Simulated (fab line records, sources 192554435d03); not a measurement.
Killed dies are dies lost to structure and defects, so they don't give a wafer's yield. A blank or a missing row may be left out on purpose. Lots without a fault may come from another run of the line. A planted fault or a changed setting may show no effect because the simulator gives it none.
Split-lot experiment | flow n5_finfet | 7 lots, 39 wafers read, on a route of 1938 steps

THE SPLIT
At N5_BEOL_M12_SPUTTER_45 (material Cu, target thk 80 nm, time 13.33 s), the setting time_s was moved away from the recipe's 13.33 s on 15 of the 39 wafers read, by -57.0% to +26.3%. The other wafers ran this setting at the recipe's value.

FROM THE SPLIT TO THE READING: what the file shows between them, 3 steps
- N5_BEOL_M12_ECD_47: material Cu, target thk 720 nm
- N5_BEOL_M12_ANNEAL_48: time 90 s
- N5_BEOL_M12_DEP_53: deposits SiCN from 3MS/NH3, target thk 30 nm, time 10.5 s

THE READING
raw_defect_count, at N5_BEOL_M12_INSPECT_55 (inspects for defects (darkfield)). Fault-free wafers of this fab line usually give 68, standard deviation 27.

wafer  | tool, chamber at the split | time_s as run, s | against the recipe | raw_defect_count | against lot-mates on the recipe
L082.1 | pvd_sputter-03, -          | 13.33            | recipe             | 55               | -
L082.2 | pvd_sputter-03, -          | 16.59            | +24.5%             | 48               | -16
L082.3 | pvd_sputter-03, -          | 16.59            | +24.5%             | 53               | -11
L082.4 | pvd_sputter-03, -          | 13.33            | recipe             | 51               | -
L082.5 | pvd_sputter-03, -          | 13.33            | recipe             | 85               | -
L082.6 | pvd_sputter-03, -          | 16.59            | +24.5%             | 54               | -10
L083.1 | pvd_sputter-03, -          | 16.83            | +26.3%             | 57               | -10
L083.2 | pvd_sputter-03, -          | 13.33            | recipe             | 75               | -
L083.3 | pvd_sputter-03, -          | 16.83            | +26.3%             | 57               | -10
L083.4 | pvd_sputter-03, -          | 13.33            | recipe             | 68               | -
L083.5 | pvd_sputter-03, -          | 16.83            | +26.3%             | 71               | +4
L083.6 | pvd_sputter-03, -          | 13.33            | recipe             | 57               | -
L085.1 | pvd_sputter-02, -          | 5.727            | -57.0%             | 277              | +222
L085.2 | pvd_sputter-02, -          | 5.727            | -57.0%             | 263              | +208
L085.3 | pvd_sputter-02, -          | 13.33            | recipe             | 62               | -
L085.4 | pvd_sputter-02, -          | 13.33            | recipe             | 56               | -
L085.5 | pvd_sputter-02, -          | 5.727            | -57.0%             | 265              | +210
L085.6 | pvd_sputter-02, -          | 13.33            | recipe             | 46               | -
L090.3 | pvd_sputter-03, -          | 13.33            | recipe             | 81               | -
L090.5 | pvd_sputter-03, -          | 13.33            | recipe             | 71               | -
L090.6 | pvd_sputter-03, -          | 13.33            | recipe             | 63               | -
L093.1 | pvd_sputter-03, -          | 11.28            | -15.4%             | 53               | -12
L093.2 | pvd_sputter-03, -          | 11.28            | -15.4%             | 68               | +3
L093.3 | pvd_sputter-03, -          | 11.28            | -15.4%             | 101              | +36
L093.4 | pvd_sputter-03, -          | 13.33            | recipe             | 52               | -
L093.5 | pvd_sputter-03, -          | 13.33            | recipe             | 100              | -
L093.6 | pvd_sputter-03, -          | 13.33            | recipe             | 42               | -
L096.1 | pvd_sputter-03, -          | 13.33            | recipe             | 68               | -
L096.2 | pvd_sputter-03, -          | 5.846            | -56.1%             | 257              | +170
L096.3 | pvd_sputter-03, -          | 13.33            | recipe             | 93               | -
L096.4 | pvd_sputter-03, -          | 13.33            | recipe             | 101              | -
L096.5 | pvd_sputter-03, -          | 5.846            | -56.1%             | 326              | +239
L096.6 | pvd_sputter-03, -          | 5.846            | -56.1%             | 274              | +187
L094.1 | pvd_sputter-02, -          | 13.33            | recipe             | 84               | -
L094.2 | pvd_sputter-02, -          | 13.33            | recipe             | 94               | -
L094.3 | pvd_sputter-02, -          | 13.33            | recipe             | 93               | -
L094.4 | pvd_sputter-02, -          | 13.33            | recipe             | 84               | -
L094.5 | pvd_sputter-02, -          | 13.33            | recipe             | 58               | -
L094.6 | pvd_sputter-02, -          | 13.33            | recipe             | 48               | -

THE FIT
A straight line over all 39 wafers: raw_defect_count changes by -2.92 for each +1% of time_s; r = -0.90; the points scatter about the line by 34.
The same after taking each lot's own level away (the mean of its wafers on the recipe; 39 wafers): -2.88 for each +1%; r = -0.90; scatter 34.
On that fit, the largest move of time_s shifts the reading by 1.6e+02.
The lots' own levels span 54.7 to 87.3, that is 1.2 times the standard deviation above.
So the lot-to-lot level changes the slope little: the two slopes agree.
Check: with one of the wafers moved furthest among these (-57.0%) left out of the fit, the line predicts +171 for it against its lot-mates. It came out at +222 against them.

OTHER SPLITS ON THESE WAFERS
These wafers also went through other splits before the reading. Each is held against what the fit with the lots' levels taken away leaves over:
other split on the same wafers      | wafers away from the commonest value | r with raw_defect_count (lot level and that fit taken away)
N5_BEOL_M12_ILD_DEP_00 target_thk_a | 9                                    | +0.12

THE FILE'S OWN FIT
raw_defect_count changes by -3.01 for each +1% of time_s, r = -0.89.
